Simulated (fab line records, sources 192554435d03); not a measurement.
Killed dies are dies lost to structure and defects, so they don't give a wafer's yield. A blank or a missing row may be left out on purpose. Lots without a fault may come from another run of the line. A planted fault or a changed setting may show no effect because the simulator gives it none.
A struck lot beside a sound one | flow n5_finfet | 36 steps out of a route of 1938
Sound: wafers L596.2, L596.3, L596.6. Struck: wafers L585.3, L585.4, L585.5. The cause comes at the end.
At each step with rows: each side's tool, then ch and its chambers, then its first start. Under that, the readings that differ: sound wafers | struck wafers | difference of the means | sigmas: that difference in standard deviations of wafers without a fault.
alike: readings whose means differ by less than 2 such deviations, and words and numbers that are the same on both sides. not compared: withheld readings, readings that some wafer has no value for, bounds like >300 that may hide the same value, and numbers for which the record gives no deviation and whose values overlap.
The two part at a step that has a row with sigmas, a row that says differs or no value, or rows on one side only. Numbers that don't overlap but have no deviation are shown without sigmas and don't part them. A reading that every wafer of one side lacks parts them only if that side has two wafers or more.

first, 9 steps without rows for these wafers: N5_BEOL_M4_ANNEAL_95 (time 240 s); N5_BEOL_M4_SPUTTER_96 (material Cu, target thk 4.5 nm, time 8.29 s); N5_BEOL_M4_ECD_50 (material Cu, target thk 300 nm); N5_BEOL_M4_ANNEAL_51 (time 90 s); N5_BEOL_M4_CMP_52 (polishes, stops on SiOC, t overpolish 6.8 s, target thk 40 nm); N5_BEOL_M4_PRE_CLEAN_60 (time 15 s); N5_BEOL_M4_CO_CAP_55 (material Co, precursor CCTBA/H2, target thk 2 nm, time 102.1 s); N5_BEOL_M4_PRE_CLEAN_56 (time 15 s); N5_BEOL_M4_DEP_57 (deposits SiCN from 3MS/NH3, target thk 8 nm, time 14 s).
N5_BEOL_M4_RC_MEAS_101:
  sound on prober-01 ch 0, day 13 14:33; struck on prober-02 ch 0, day 10 02:32
  alike: DIBL_N, DIBL_P, IOFF_N, IOFF_P, ION_N, ION_P, SS_N, SS_P, VT_N, VT_P
then, 24 steps without rows for these wafers: N5_BEOL_M5_ILD_DEP_00 (deposits SiCOH lowk from DEMS/porogen, target thk 140.64 nm, time 25.9 s); N5_BEOL_M5_CURE_79 (cures SiCOH lowk, time 240 s); N5_BEOL_M5_PECVD_70 (deposits SiO2 from TEOS/O2, target thk 16 nm, time 18 s); N5_BEOL_M5_HM_DEP_02 (deposits TiN, target thk 20 nm); N5_BEOL_M5_COAT_59 (time 60 s, resist thk 60 nm); N5_BEOL_M5_COAT_60 (time 60 s, resist thk 12 nm); N5_BEOL_M5_COAT_71 (time 60 s, resist thk 5 nm); N5_BEOL_M5_COAT_05 (resist thk 30 nm); N5_BEOL_M5_EBR_07; N5_BEOL_M5_SOFTBAKE_06 (time 60 s); N5_BEOL_M5_EXPOSE_08 (exposes mask M5, target cd 28 nm); N5_BEOL_M5_PEB_09 (peb time 60 s); N5_BEOL_M5_DEVELOP_10 (develop time 30 s); N5_BEOL_M5_DESCUM_16 (chemistry O2, time 7 s); N5_BEOL_M5_ETCH_72 (etches underlayer in N2/H2, target depth 6.5 nm, time 5.2 s); N5_BEOL_M5_ETCH_61 (etches SiARC in CF4, target depth 15.6 nm, time 26 s); N5_BEOL_M5_ETCH_62 (etches SOC in N2/H2, target depth 75 nm, overetch 15 nm, time 112.5 s); N5_BEOL_M5_STRIP_63 (strips in N2/H2); N5_BEOL_M5_STRIP_73 (strips in N2/H2); N5_BEOL_M5_STRIP_64 (strips in CF4); N5_BEOL_M5_HM_OPEN_17 (chemistry Cl2/BCl3, target TiN, target depth 20 nm, overetch 6 nm); N5_BEOL_M5_STRIP_19 (strips in O2); N5_BEOL_M5_COAT_65 (time 60 s, resist thk 60 nm); N5_BEOL_M5_COAT_66 (time 60 s, resist thk 12 nm).
N5_BEOL_M7_VIA_ETCH_34: etches SiCOH lowk in C4F6/O2, target depth 125.5 nm, time 50.5 s.
  sound on rie_diel-05 ch 0,1,2, day 14 20:28; struck on rie_diel-05 ch 1,3, day 11 14:50
  no value came back on the struck wafers for any of 10 readings (C4F6_flow_sccm (sccm), O2_flow_sccm (sccm) and others); on the sound wafers C4F6_flow_sccm (sccm) reads 9.96 10.08 10.02
  reading                                    | sound          | struck      | difference | sigmas
  model.SiARC_of_BEOL_M7_COAT_64.thk_nm (nm) | 0 0 0          | 6.4 6.4 6.4 | +6.4       |
  model.SOC_of_BEOL_M7_COAT_63.thk_nm (nm)   | 53.4 53.4 53.8 | 60 60.2 60  | +7         |
  not compared: rf_hours_counter_h
-- the record jumps here: 3 days lie between the struck wafers' starts before and after (it left off in module BEOL_M7 and takes up again in module PASSIVATION, whose first step shown is number 1936 of the route) --
N5_PASSIVATION_PROBE_49:
  the record has rows for the struck wafers here (prober-01, day 14 21:02) and none for the sound ones

WHERE THEY PART
First at N5_BEOL_M7_VIA_ETCH_34; last, within this record, at N5_PASSIVATION_PROBE_49.

WHY: what the simulator had put in
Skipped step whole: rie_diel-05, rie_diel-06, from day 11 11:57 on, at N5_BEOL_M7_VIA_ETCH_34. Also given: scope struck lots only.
